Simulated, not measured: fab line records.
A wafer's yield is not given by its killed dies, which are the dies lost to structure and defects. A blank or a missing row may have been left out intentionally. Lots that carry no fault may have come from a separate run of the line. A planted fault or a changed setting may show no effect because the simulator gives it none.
fab line records    flow nand-harc
record lots=6  wafers=18  last-day=31
route steps=1302 shown P_CONTACT@234
lots untouched by any fault: they come from a run of this same line in which no faults occurred
start-h: hours from the record's first day to the start of the lot's first wafer shown    wait-h: hours from the lot's prior step to this one    " repeats the value in the row above    L1.1+2: several wafers, shown together as one row    - no value present, or no start provided    * or withheld: withheld    < > ~ a bound
route shown NAME@n: names a module that has steps shown in the file, with the first one's number in the route    usual: the fault-free wafers' mean and standard deviation    same: alike in all rows    chamber/n: place in a boat    sites: per-site readings    _std_site: the values' standard deviation    _edge_site: outer sites' mean less inner sites'    radius-mm: for every site, how far away it sits from the centre of the wafer    mask NAME#n: copy n    behind: the tool/chamber that last shaped the wafer    hold: why the lot went on hold/how many hours it stayed there/how the hold came to an end    device: the n, p or np transistor that did not switch    end of line: the same wafers' tests at the end of the route    where a step has no rows: the recipe by itself    killed: the dies lost at the first sort to structure and to defects; this is not the yield of the wafer    map: a wafer's dies, marking killed ones x, the rest . and places with no die _
set.NAME: the setting the step ran with; set.NAME@STEP: the setting that earlier step ran with    model.NAME: the simulator's own value behind a step, which no gauge read
lots seen at some steps along the route; tables by step, rows by wafer
services: the hour from which a tool's chamber was out of use, counted from the record's first day as start-h (under 0 if before that day), plus the number of hours and why
## steps
# step NHARC_P_CONTACT_INSPECT_14
# usual raw-defect-count=3.9/2.3
lot.wafer  tool               chamber  start-h  wait-h  raw-defect-count
L558.3     defect-inspect-02  -        120.56   0.0     1
L558.4     "                  -        "        "       2
L558.6     "                  -        "        "       2
L560.1     defect-inspect-01  -        136.93   0.0     7
L560.3     "                  -        "        "       5
L560.4     "                  -        "        "       13
L561.3     defect-inspect-02  -        142.97   0.0     3
L561.5     "                  -        "        "       8
L561.6     "                  -        "        "       5
L574.2     defect-inspect-01  -        275.86   0.0     2
L574.3     "                  -        "        "       2
L574.5     "                  -        "        "       4
L575.1     defect-inspect-01  -        281.26   0.0     4
L575.2     "                  -        "        "       2
L575.4     "                  -        "        "       1
L577.1     defect-inspect-02  -        307.39   0.0     4
L577.4     "                  -        "        "       4
L577.5     "                  -        "        "       2
# step NHARC_P_CONTACT_DESCUM_17
# recipe time-s=3  o2-flow-sccm=200  ar-flow-sccm=0  bias-power-w=0  chemistry=O2
# usual drypump-motor-current-A=6.0/0.42  oes-product-au=1.000/0.015  rf-vpp-V=57.8/0.89  showerhead-plenum-p-Torr=1.93/0.071  throttle-valve-pct=11.310/0.0085
lot.wafer  tool         chamber  start-h  wait-h  drypump-motor-current-A  oes-product-au  rf-hours-counter-h  rf-vpp-V  showerhead-plenum-p-Torr  throttle-valve-pct
L558.3     rie-diel-12  0        120.62   0.1     5.9                      1.008           1.6                 58.7      1.98                      11.322
L558.4     "            3        "        "       6.4                      1.024           1.6                 58.5      1.94                      11.308
L558.6     "            0        "        "       5.9                      1.000           -                   57.9      1.98                      11.314
L560.3     rie-diel-12  2        136.99   0.1     5.7                      1.021           2.0                 57.4      1.90                      11.319
L560.1     "            1        "        "       6.5                      0.984           2.9                 57.9      1.91                      11.303
L560.4     "            0        "        "       5.9                      0.996           -                   57.3      1.98                      11.310
L561.3     rie-diel-12  0        143.03   0.1     5.9                      0.991           3.3                 56.9      1.98                      11.311
L561.5     "            0        "        "       5.9                      0.991           -                   57.5      1.98                      11.308
L561.6     "            1        "        "       6.5                      0.976           -                   59.4      1.91                      11.313
L574.2     rie-diel-07  1        275.92   0.1     5.0                      0.977           3.2                 57.6      1.98                      11.311
L574.3     "            0        "        "       5.8                      0.978           3.4                 58.8      2.04                      11.303
L574.5     "            1        "        "       5.0                      0.989           -                   57.7      1.98                      11.303
L575.4     rie-diel-10  2        281.32   0.1     5.6                      1.010           0.3                 57.3      1.81                      11.302
L575.2     "            3        "        "       6.3                      0.993           0.2                 57.8      2.00                      11.310
L575.1     "            1        "        "       6.7                      1.017           0.2                 58.7      2.02                      11.311
L577.4     rie-diel-07  2        307.46   0.1     6.1                      1.005           0                   56.8      1.80                      11.323
L577.1     "            0        "        "       5.8                      0.990           0                   59.1      2.04                      11.311
L577.5     "            2        "        "       6.1                      1.013           -                   58.6      1.80                      11.299
# step NHARC_P_CONTACT_ETCH_35
# recipe target-depth-a=390  over-etch-frac=0.3  time-s=65  ion-energy-ev=80  cf4-flow-sccm=150  ar-flow-sccm=0  rf-w=300  bias-w=100  chemistry=CF4
# step NHARC_P_CONTACT_ETCH_36
# recipe target-depth-a=2600  over-etch-frac=0.25  time-s=406.25  ion-energy-ev=200  n2-flow-sccm=150  h2-flow-sccm=150  ar-flow-sccm=0  rf-w=400  bias-w=150  chemistry=N2/H2
# usual drypump-motor-current-A=6.0/0.42  oes-product-au=1.002/0.014  rf-vpp-V=431.0/2.1  showerhead-plenum-p-Torr=2.06/0.078  throttle-valve-pct=14.171/0.0098
lot.wafer  tool         chamber  start-h  wait-h  drypump-motor-current-A  oes-product-au  rf-hours-counter-h  rf-vpp-V  showerhead-plenum-p-Torr  throttle-valve-pct
L558.4     rie-diel-12  2        -        -       5.7                      1.016           1.2                 431.5     2.03                      14.171
L558.3     "            3        "        "       6.4                      1.019           1.7                 431.1     2.07                      14.165
L558.6     "            0        "        "       5.9                      0.998           -                   432.3     2.11                      14.165
L560.3     rie-diel-12  2        -        -       5.8                      1.022           2.0                 429.0     2.03                      14.166
L560.1     "            0        "        "       5.9                      0.997           2.8                 431.7     2.11                      14.190
L560.4     "            2        "        "       5.8                      1.022           -                   429.2     2.03                      14.179
L561.3     rie-diel-12  1        -        -       6.5                      1.000           3.6                 430.8     2.03                      14.173
L561.5     "            1        "        "       6.5                      0.994           -                   430.0     2.03                      14.163
L561.6     "            2        "        "       5.7                      1.030           -                   430.0     2.03                      14.176
L574.3     rie-diel-07  0        -        -       5.8                      0.977           3.5                 434.7     2.18                      14.161
L574.2     "            1        "        "       5.0                      0.992           3.2                 432.6     2.11                      14.164
L574.5     "            3        "        "       5.7                      0.999           -                   431.2     2.08                      14.178
L575.1     rie-diel-10  1        -        -       6.7                      1.021           0.2                 432.4     2.16                      14.159
L575.4     "            2        "        "       5.6                      1.018           0.4                 428.4     1.93                      14.164
L575.2     "            0        "        "       6.2                      1.002           0.3                 428.8     1.96                      14.161
L577.1     rie-diel-07  2        -        -       6.0                      1.005           0.1                 428.4     1.92                      14.188
L577.4     "            3        "        "       5.7                      0.985           0.1                 430.8     2.08                      14.167
L577.5     "            1        "        "       5.0                      1.018           -                   431.6     2.11                      14.179
# step NHARC_P_CONTACT_ETCH_18
# recipe target-depth-a=4810  time-s=240.5  c4f8-flow-sccm=20  o2-flow-sccm=10  ar-flow-sccm=withheld  rf-w=600  bias-w=1500  chemistry=C4F8/O2/Ar
# usual oes-product-au=0.955/0.023  rf-vpp-V=979/4.9
lot.wafer  tool         chamber  start-h  wait-h  oes-product-au  rf-hours-counter-h  rf-vpp-V
L558.3     rie-diel-12  3        -        -       0.998           1.8                 980
L558.4     "            0        "        "       0.953           2.0                 984
L558.6     "            3        "        "       0.998           -                   979
L560.3     rie-diel-12  1        -        -       0.939           3.2                 978
L560.1     "            2        "        "       0.980           2.3                 978
L560.4     "            1        "        "       0.942           -                   978
L561.3     rie-diel-12  2        -        -       0.979           2.9                 976
L561.5     "            1        "        "       0.953           -                   978
L561.6     "            0        "        "       0.958           -                   983
L574.3     rie-diel-07  1        -        -       0.922           3.3                 982
L574.2     "            2        "        "       0.921           3.5                 971
L574.5     "            2        "        "       0.921           -                   971
L575.4     rie-diel-10  3        -        -       0.924           0.4                 983
L575.2     "            0        "        "       0.952           0.4                 974
L575.1     "            2        "        "       0.946           0.6                 970
L577.4     rie-diel-07  0        -        -       0.978           0.3                 986
L577.1     "            2        "        "       0.967           0.2                 969
L577.5     "            0        "        "       0.972           -                   986
# step NHARC_P_CONTACT_STRIP_37
# recipe c4f8-flow-sccm=withheld  o2-flow-sccm=8  ar-flow-sccm=withheld  bias-w=0  chemistry=C4F8/O2/Ar
# step NHARC_P_CONTACT_ETCH_31
# recipe target-depth-a=300  time-s=85.7  ion-energy-ev=120  over-etch-frac=1  ch3f-flow-sccm=50  o2-flow-sccm=30  ar-flow-sccm=200  rf-w=500  bias-w=100  chemistry=CH3F/O2
# usual ch3f-flow-sccm=50.00/0.15  drypump-motor-current-A=6.0/0.43  oes-product-au=0.977/0.017  rf-vpp-V=244.6/1.5  showerhead-plenum-p-Torr=2.48/0.089  throttle-valve-pct=20.663/0.009
lot.wafer  tool         chamber  start-h  wait-h  ch3f-flow-sccm  drypump-motor-current-A  oes-product-au  rf-hours-counter-h  rf-vpp-V  showerhead-plenum-p-Torr  throttle-valve-pct
L558.3     rie-diel-12  3        -        -       49.87           6.3                      1.016           1.9                 245.6     2.49                      20.670
L558.4     "            1        "        "       50.00           6.5                      0.960           2.4                 245.5     2.45                      20.647
L558.6     "            0        "        "       49.83           5.9                      0.975           -                   245.1     2.54                      20.666
L560.3     rie-diel-12  1        -        -       50.10           6.5                      0.970           3.3                 245.3     2.45                      20.669
L560.1     "            0        "        "       50.10           5.9                      0.986           3.1                 245.2     2.54                      20.662
L560.4     "            1        "        "       50.13           6.5                      0.974           -                   244.3     2.45                      20.670
L561.3     rie-diel-12  0        -        -       50.00           5.9                      0.994           3.7                 246.4     2.54                      20.680
L561.6     "            0        "        "       50.03           5.9                      0.981           -                   244.5     2.54                      20.657
L561.5     "            2        "        "       49.82           5.7                      1.002           -                   243.9     2.44                      20.650
L574.2     rie-diel-07  2        -        -       49.93           6.1                      0.974           3.6                 242.1     2.32                      20.672
L574.3     "            0        "        "       50.22           5.8                      0.932           3.7                 247.3     2.62                      20.658
L574.5     "            1        "        "       50.07           5.0                      0.957           -                   245.7     2.54                      20.667
L575.1     rie-diel-10  1        -        -       49.92           6.7                      0.970           0.5                 245.9     2.60                      20.659
L575.4     "            2        "        "       50.11           5.6                      0.964           0.6                 241.4     2.33                      20.669
L575.2     "            3        "        "       50.04           6.3                      0.964           0.5                 245.8     2.57                      20.665
L577.1     rie-diel-07  2        -        -       50.33           6.1                      0.962           0.2                 242.1     2.32                      20.657
L577.4     "            3        "        "       50.20           5.7                      0.974           0.3                 243.6     2.50                      20.656
L577.5     "            2        "        "       50.28           6.1                      0.974           -                   243.8     2.32                      20.669
# step NHARC_P_CONTACT_CD_MEAS_19
# usual cd-nm=90.7/2.1
lot.wafer  tool       chamber  start-h  wait-h  cd-nm
L558.3     cd-sem-02  -        121.52   -       91.3
L558.4     "          -        "        "       88.5
L558.6     "          -        "        "       90.9
L560.1     cd-sem-02  -        138.01   -       89.4
L560.3     "          -        "        "       92.4
L560.4     "          -        "        "       90.9
L561.3     cd-sem-02  -        144.05   -       93.2
L561.5     "          -        "        "       93.9
L561.6     "          -        "        "       90.1
L574.2     cd-sem-01  -        276.80   -       87.4
L574.3     "          -        "        "       87.3
L574.5     "          -        "        "       86.1
L575.1     cd-sem-03  -        282.19   -       90.8
L575.2     "          -        "        "       91.2
L575.4     "          -        "        "       93.3
L577.1     cd-sem-01  -        308.32   -       90.8
L577.4     "          -        "        "       90.4
L577.5     "          -        "        "       90.8
# step NHARC_P_CONTACT_STRIP_28
# recipe o2-flow-sccm=500  ar-flow-sccm=0  bias-w=0  chemistry=O2
# step NHARC_P_CONTACT_STRIP_29
# recipe time-s=1200  temp-c=72.5  chemistry=post-etch-residue-remover
# step NHARC_P_CONTACT_DEGAS_38
# recipe temp-c=300  time-s=60
# usual heater-power-w=448/49
lot.wafer  tool            chamber  start-h  wait-h  heater-power-w
L558.3     pvd-sputter-02  -        122.24   -       495
L558.4     "               -        "        "       413
L558.6     "               -        "        "       379
L560.1     pvd-sputter-03  -        138.72   -       441
L560.4     "               -        "        "       421
L560.3     "               -        "        "       469
L561.3     pvd-sputter-02  -        144.78   -       549
L561.6     "               -        "        "       385
L561.5     "               -        "        "       497
L574.2     pvd-sputter-02  -        277.51   -       383
L574.3     "               -        "        "       543
L574.5     "               -        "        "       388
L575.1     pvd-sputter-03  -        282.91   -       416
L575.2     "               -        "        "       420
L575.4     "               -        "        "       430
L577.1     pvd-sputter-02  -        309.05   -       445
L577.4     "               -        "        "       384
L577.5     "               -        "        "       525
# step NHARC_P_CONTACT_PRE_CLEAN_39
# recipe time-s=19.5  bias-v=250  gas=Ar
# step NHARC_P_CONTACT_PVD_32
# recipe target-thk-a=50  chamber-pressure-pa=5  power-w=5000  substrate-temp-c=200  time-s=17.7  material=Ti
# usual throttle-valve-pct=29.5/0.87
lot.wafer  tool            chamber  start-h  wait-h  throttle-valve-pct
L558.3     pvd-sputter-02  -        122.37   -       29.7
L558.4     "               -        "        "       30.4
L558.6     "               -        "        "       29.0
L558.3     pvd-sputter-02  -        122.63   -       29.9
L558.4     "               -        "        "       30.2
L558.6     "               -        "        "       28.7
L560.1     pvd-sputter-03  -        138.85   -       28.2
L560.3     "               -        "        "       29.8
L560.4     "               -        "        "       31.1
L561.3     pvd-sputter-02  -        145.09   -       29.4
L561.6     "               -        "        "       30.3
L561.5     "               -        "        "       28.9
L561.3     pvd-sputter-02  -        145.35   -       29.8
L561.6     "               -        "        "       29.9
L561.5     "               -        "        "       28.8
L574.2     pvd-sputter-02  -        277.63   -       28.8
L574.3     "               -        "        "       30.2
L574.5     "               -        "        "       29.7
L575.4     pvd-sputter-03  -        283.14   -       30.9
L575.2     "               -        "        "       28.7
L575.1     "               -        "        "       30.3
L577.4     pvd-sputter-02  -        309.16   -       29.3
L577.1     "               -        "        "       30.1
L577.5     "               -        "        "       29.7
# step NHARC_P_CONTACT_ALD_22
# recipe target-thk-a=30  pulse-time-s=1  ald-cycles=150  temp-c=450  material=TiN
## services
tool            chamber  start-h  hours  kind
rie-diel-10     3        97.83    5.7    repair
rie-diel-12     0        100.40   -      clean
pvd-sputter-02  -        104.00   10.0   pm
rie-diel-07     -        117.20   9.0    pm
rie-diel-07     3        133.89   4.8    repair
rie-diel-12     3        134.20   29.8   repair
rie-diel-12     2        165.69   20.1   repair
pvd-sputter-03  -        170.00   10.0   pm
pvd-sputter-03  -        182.46   2.2    repair
pvd-sputter-02  -        183.48   7.7    repair
pvd-sputter-03  -        214.92   15.2   repair
rie-diel-12     -        218.04   0.4    repair
rie-diel-12     0        227.54   5.6    repair
rie-diel-07     2        233.50   3.3    repair
rie-diel-10     0        240.26   5.1    repair
rie-diel-10     -        242.50   9.0    pm
rie-diel-10     1        252.31   6.8    repair
rie-diel-10     0        254.83   9.8    repair
rie-diel-07     3        259.92   6.5    repair
rie-diel-12     -        268.40   9.0    pm
rie-diel-07     0        277.87   10.2   repair
pvd-sputter-02  -        282.00   10.0   pm
rie-diel-12     2        293.96   1.9    repair
rie-diel-07     -        294.20   9.0    pm
## key
first-sign step=NHARC_P_CONTACT_PVD_32  reading=visit  direction=added
effect none on later readings
met-at NHARC_P_CONTACT_PVD_32
struck-wafers L558.3,L558.4,L558.6,L561.3,L561.5,L561.6
tester-left-out L558,L561
fault kind=repeated-step-whole  tool=pvd-sputter-01,pvd-sputter-02,pvd-sputter-03  chamber=-  onset-h=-  steps=NHARC_P_CONTACT_PVD_32  times=1  scope=struck-lots-only
# tester-left-out: of these lots the tester's yield and bins aren't shown, on N5 and GAA mostly nor the transistor test; their killed dies are dies lost to structure and defects alone, not to doping, threshold or leakage, so they don't give the yield
